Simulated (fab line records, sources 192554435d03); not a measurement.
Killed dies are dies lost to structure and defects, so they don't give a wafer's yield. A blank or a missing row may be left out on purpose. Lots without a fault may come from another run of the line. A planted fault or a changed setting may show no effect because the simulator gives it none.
A struck lot beside a sound one | flow n5_finfet | 16 steps out of a route of 1938
Sound: wafers L419.1, L419.2, L419.4. Struck: wafer L429.2. (L429.4 of the same lot was not struck and is left out.) The cause comes at the end.
At each step with rows: each side's tool, then ch and its chambers, then its first start. Under that, the readings that differ: sound wafers | struck wafers | difference of the means | sigmas: that difference in standard deviations of wafers without a fault.
alike: readings whose means differ by less than 2 such deviations, and words and numbers that are the same on both sides. not compared: withheld readings, readings that some wafer has no value for, bounds like >300 that may hide the same value, and numbers for which the record gives no deviation and whose values overlap.
The two part at a step that has a row with sigmas, a row that says differs or no value, or rows on one side only. Numbers that don't overlap but have no deviation are shown without sigmas and don't part them. A reading that every wafer of one side lacks parts them only if that side has two wafers or more.

first, 4 steps without rows for these wafers: N5_BEOL_M4_SOFTBAKE_23 (time 60 s); N5_BEOL_M4_EXPOSE_25 (exposes mask V3, defocus 5 nm); N5_BEOL_M4_PEB_26 (peb time 60 s); N5_BEOL_M4_DEVELOP_27 (develop time 30 s).
N5_BEOL_M4_CD_MEAS_28: target cd 26.2 nm, target cd y 24.1 nm.
  sound on cd_sem-01 ch 0, day 7 18:49; struck on cd_sem-01 ch 0, day 10 15:14
  reading    | sound             | struck | difference | sigmas
  cd_nm (nm) | 25.68 25.96 25.78 | 26.40  | +0.59      | +2
N5_BEOL_M4_OVL_MEAS_29:
  sound on overlay-02 ch 0, day 7 18:52; struck on overlay-02 ch 0, day 10 15:17
  alike: V3_OVL
N5_BEOL_M4_INSPECT_30: inspects for defects (brightfield).
  sound on defect_inspect-01, day 7 18:55; struck on defect_inspect-01, day 10 15:20
  alike: raw_defect_count
N5_BEOL_M4_DESCUM_33: chemistry O2, time 7 s.
  sound on rie_diel-01 ch 0,1,2, day 7 19:38; struck on rie_diel-02 ch 1, day 10 15:30
  alike: chamber_pressure_mTorr, drypump_motor_current_A, oes_product_au, rf_vpp_V, showerhead_plenum_p_Torr, throttle_valve_pct
  not compared: rf_hours_counter_h
N5_BEOL_M4_ETCH_77: etches underlayer in N2/H2, target depth 6.5 nm, time 5.2 s.
  sound on rie_diel-01 ch 0,1,2, day 7 19:40; struck on rie_diel-02 ch 1, day 10 15:32
  alike: chamber_pressure_mTorr, drypump_motor_current_A, etch_rf_on_time_s, h2_flow_sccm, oes_product_au, rf_vpp_V, showerhead_plenum_p_Torr, throttle_valve_pct
  not compared: rf_hours_counter_h
N5_BEOL_M4_ETCH_69: etches SiARC in CF4, target depth 15.6 nm, time 26 s.
  sound on rie_diel-01 ch 0,1,2, day 7 19:41; struck on rie_diel-02 ch 1, day 10 15:33
  alike: chamber_pressure_mTorr, drypump_motor_current_A, etch_rf_on_time_s, oes_product_au, rf_vpp_V, showerhead_plenum_p_Torr, throttle_valve_pct
  not compared: rf_hours_counter_h
N5_BEOL_M4_ALD_98: deposits SiO2, target thk 2.5 nm, pulse time 1 s, co reactant pulse time 1 s.
  sound on ald_sin-02 ch 1,2,3, day 7 19:46; struck on ald_sin-03 ch 0, day 10 15:38
  alike: heater_power_w, precursor_pulse_height_rel
N5_BEOL_M4_ETCHBACK_99: etches SiO2 in CHF3, target depth 5 nm, time 10.4 s.
  sound on rie_diel-01 ch 0,2,3, day 7 21:08; struck on rie_diel-02 ch 0, day 10 18:43
  alike: chamber_pressure_mTorr, drypump_motor_current_A, oes_product_au, rf_vpp_V, showerhead_plenum_p_Torr, throttle_valve_pct
  not compared: rf_hours_counter_h
N5_BEOL_M4_ETCH_70: etches SOC in N2/H2, target depth 80 nm, overetch 24 nm, time 130 s.
  sound on rie_diel-01 ch 0,2,3, day 7 21:10; struck on rie_diel-02 ch 0, day 10 18:45
  reading                                    | sound             | struck | difference | sigmas
  run_length_s (s)                           | 152.9 153.5 152.6 | 145.9  | -7.1       | -14
  model.SiARC_of_BEOL_M4_COAT_68.thk_nm (nm) | 5.4 5.8 6         | 6.4    | +0.7       |
  alike: chamber_pressure_mTorr, drypump_motor_current_A, h2_flow_sccm, oes_product_au, rf_vpp_V, showerhead_plenum_p_Torr, throttle_valve_pct
  not compared: rf_hours_counter_h
then, 1 step without rows for these wafers: N5_BEOL_M4_STRIP_71 (strips in N2/H2).
N5_BEOL_M4_RC_MEAS_101:
  sound on prober-01 ch 0, day 8 01:42; struck on prober-02 ch 0, day 10 23:09
  reading   | sound       | struck | difference | sigmas
  VT_N (mV) | 250 252 253 | 261    | +9         | +2
  alike: DIBL_N, DIBL_P, IOFF_N, IOFF_P, ION_N, ION_P, SS_N, SS_P, VT_P
-- the record jumps here: 4 days lie between the struck wafers' starts before and after (it left off in module BEOL_M4 and takes up again in module PASSIVATION, whose first step shown is number 1936 of the route) --
N5_PASSIVATION_PROBE_49:
  sound on prober-02, day 12 10:29; struck on prober-01, day 15 03:35
  reading                  | sound          | struck | difference | sigmas
  defect_limited_yield (%) | 87.8 91.0 87.9 | 94.2   | +5.3       | +4
  killed_at_contacts       | 29 20 26       | 12     | -13        | -2
  killed_at_front_end      | 67 44 51       | 22     | -32        | -2
  killed_dies              | 144 106 143    | 68     | -63        | -4
  killed_open              | 103 68 96      | 51     | -38        | -3
  killed_short             | 40 37 39       | 17     | -22        | -3
  sort_bin_5_function (%)  | 6.9 5.0 7.1    | 3.6    | -2.7       | -3
  sort_bin_6_memory (%)    | 4.9 3.6 4.2    | 1.9    | -2.3       | -4
  sort_n_pass              | 1036 1074 1037 | 1112   | +63        | +4
  sort_yield_pct (%)       | 87.8 91.0 87.9 | 94.2   | +5.3       | +3
  alike: killed_at_M0_to_M3, killed_at_M4_up, killed_at_other, sort_bin_8_speed

WHERE THEY PART
First at N5_BEOL_M4_CD_MEAS_28; last, within this record, at N5_PASSIVATION_PROBE_49.

WHY: what the simulator had put in
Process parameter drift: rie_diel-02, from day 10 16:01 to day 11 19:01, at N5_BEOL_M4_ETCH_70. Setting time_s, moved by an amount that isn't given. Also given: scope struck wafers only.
